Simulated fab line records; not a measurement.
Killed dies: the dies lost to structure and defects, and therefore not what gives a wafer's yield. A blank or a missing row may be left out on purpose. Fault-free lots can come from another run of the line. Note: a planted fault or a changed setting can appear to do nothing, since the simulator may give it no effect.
Chamber matching -- flow nand harc -- ald metal-02 running NHARC_A_WL_FILL_ALD_19: 4 sister chambers
The step deposits TiN, target thk 2 nm, pulse time 3 s, ald cycles 100. 8 wafers are shown with their chamber, then 8 later ones without.

WAFERS PAIRED WITH THEIR CHAMBERS
wafer,chamber,heater power w (W),precursor pulse height rel
L086.2,1,1142,1.019
L086.3,2,1127,1.025
L086.5,3,1049,0.990
L086.6,0,1018,0.974
L090.3,1,1064,0.966
L090.4,3,1114,0.986
L090.6,2,1107,1.016
L088.3,0,1020,0.983

WAFERS WITHOUT THEIR CHAMBER
wafer,heater power w (W),precursor pulse height rel
L088.4,1132,0.992
L088.5,1134,1.039
L096.2,1090,0.990
L096.5,1110,1.024
L096.6,1108,0.985
L097.2,1031,1.007
L097.3,1095,1.026
L097.5,1094,0.983

WHICH CHAMBER EACH ONE RAN IN
wafer,from the rows above,in truth
L088.4,can't be placed: 1 or 3 or 2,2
L088.5,can't be placed: 2 or 1 or 3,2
L096.2,can't be placed: 3 or 1 or 2 or 0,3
L096.5,can't be placed: 2 or 1 or 3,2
L096.6,can't be placed: 1 or 3 or 2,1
L097.2,can't be placed: 0 or 3 or 1 or 2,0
L097.3,can't be placed: 2 or 1 or 3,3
L097.5,can't be placed: 3 or 1 or 2 or 0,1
Correct placement for 0 of the 8. Can't be placed from these rows: 8 (the true chamber is among the candidates in 8). Wrongly placed: 0.
How it was worked out, from the rows above alone: a wafer's distance from a chamber is the root of the sum, over the readings, of the square of ((its reading less the chamber's mean) divided by the reading's scatter). If the next closest chamber is less than 2 further off than the closest, the wafer can't be placed; otherwise it belongs to the closest. A chamber's mean is the mean of its shown wafers. The scatter: take each reading less its chamber's mean, square it, sum over the shown wafers, divide by the number of wafers less the number of chambers, and take the root.
